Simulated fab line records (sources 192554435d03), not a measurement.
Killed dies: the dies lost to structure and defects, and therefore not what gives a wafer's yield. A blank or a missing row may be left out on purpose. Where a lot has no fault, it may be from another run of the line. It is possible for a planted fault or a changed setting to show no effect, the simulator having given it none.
One fault through the eyes of 2 desks ; flow n5 finfet ; only its own numbers are on each desk; what lay behind them is given at the end

== FOR THE TOOL OWNER'S DESK: rie diel-05 ==
The tool's own readings at N5_BEOL_M11_TRENCH_ETCH_37 (etches SiCOH lowk in C4F6/O2, target depth 148.83 nm, time 48 s): means of the sampled wafers that have a number, for each lot that ran on this tool. Marked OUT: a lot whose mean sits more than 4 standard deviations from the usual mean, which makes it out of limits; the brackets give that distance. Readings shown: 7 out of 9 (the first out of limits, and those lying furthest out on some lot).
Columns: A = C4F6_flow_sccm at N5_BEOL_M11_TRENCH_ETCH_37, usual 10.00 sccm; B = O2_flow_sccm at N5_BEOL_M11_TRENCH_ETCH_37, usual 10.00 sccm; C = bias w at N5_BEOL_M11_TRENCH_ETCH_37, usual 185.0 W; D = oes product au at N5_BEOL_M11_TRENCH_ETCH_37, usual 0.79 a.u.; E = rf vpp V at N5_BEOL_M11_TRENCH_ETCH_37, usual 665 V; F = run length s at N5_BEOL_M11_TRENCH_ETCH_37, usual 71.43 s; G = throttle valve pct at N5_BEOL_M11_TRENCH_ETCH_37, usual 20.96 %
lot;first seen here;A;B;C;D;E;F;G
L230;day 10 13:04;10.00;10.01;185.3;0.79;667;71.40;21.10
L231;day 11 15:56;9.97;9.99;185.5;0.77;676;71.39;20.93
L236;day 13 09:16;10.00;10.00;184.5;0.76;675;69.11 (-7.7) OUT;20.96
L238;day 13 17:41;10.01;9.98;184.8;0.74;667;70.36;21.11
Finding of this desk: L236 out of limits; the first was L236 at day 13 09:16, on run length s at N5_BEOL_M11_TRENCH_ETCH_37. Within limits: L230, L231, L238.

== THE METROLOGY DESK ==
What the gauges read, lot by lot, whatever tool the lot ran on: means of the sampled wafers that have a number. Marked OUT: a lot whose mean sits more than 4 standard deviations from the usual mean, which makes it out of limits; the brackets give that distance. Readings shown: 7 out of 26 (the first out of limits, and those lying furthest out on some lot).
Columns: A = trench depth nm at N5_BEOL_M11_OCD_MEAS_38, usual 149.0 nm; B = M11_THK at N5_BEOL_M11_THK_MEAS_53, usual 142.1 nm; C = M11_RS at N5_BEOL_M11_RS_MEAS_57, usual 0.1509 ohm/sq; D = COMB_M5 at N5_BEOL_M15_RC_MEAS_101, usual 3.5e-11 S/m; E = SERP_M11 at N5_BEOL_M15_RC_MEAS_101, usual 3.06 ohm/um; F = SERP_M11_max_site at N5_BEOL_M15_RC_MEAS_101, usual 3.16 ohm/um; G = SERP_M13 at N5_BEOL_M15_RC_MEAS_101, usual 0.309 ohm/um
lot;first seen here;A;B;C;D;E;F;G
L230;day 10 13:15;150.0;143.3;0.1482;3.3e-11;2.98;3.10;0.309
L231;day 11 16:07;147.8;141.8;0.1521;3.6e-11;3.07;3.21;0.316
L236;day 13 09:27;140.4;133.1;0.1637 (+4.4) OUT;3.1e-11;3.34;3.47;0.296
L238;day 13 17:52;144.8;138.3;0.1566;3.8e-11;3.13;3.23;0.305
L246;day 15 04:59;149.6;144.4;0.1515;3.7e-11;3.03;3.15;0.306
L248;day 16 09:34;149.1;142.6;0.1506;3.7e-11;3.08;3.14;0.305
L251;day 17 00:29;150.6;142.3;0.1509;4.7e-11;3.06;3.16;0.317
This desk's finding: out of limits on L236; first on L236, day 13 12:50 (M11_RS at N5_BEOL_M11_RS_MEAS_57). Within limits: L230, L231, L238, L246, L248, L251.

== ALL TOGETHER ==
On L236, at day 13 09:16, an alarm was possible from the tool owner's desk.
An alarm was possible from the metrology desk at day 13 12:50, on L236.
All the named lots went through N5_BEOL_M11_TRENCH_ETCH_37 on rie diel-05.

== WHAT THE SIMULATOR HAD INSERTED ==
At N5_BEOL_M11_TRENCH_ETCH_37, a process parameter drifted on rie diel-05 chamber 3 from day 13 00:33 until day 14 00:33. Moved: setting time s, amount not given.
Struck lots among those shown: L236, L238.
Counting hours from when the fault started, the first reading out of limits came at 9 for the tool owner's desk and at 12 for the metrology desk.
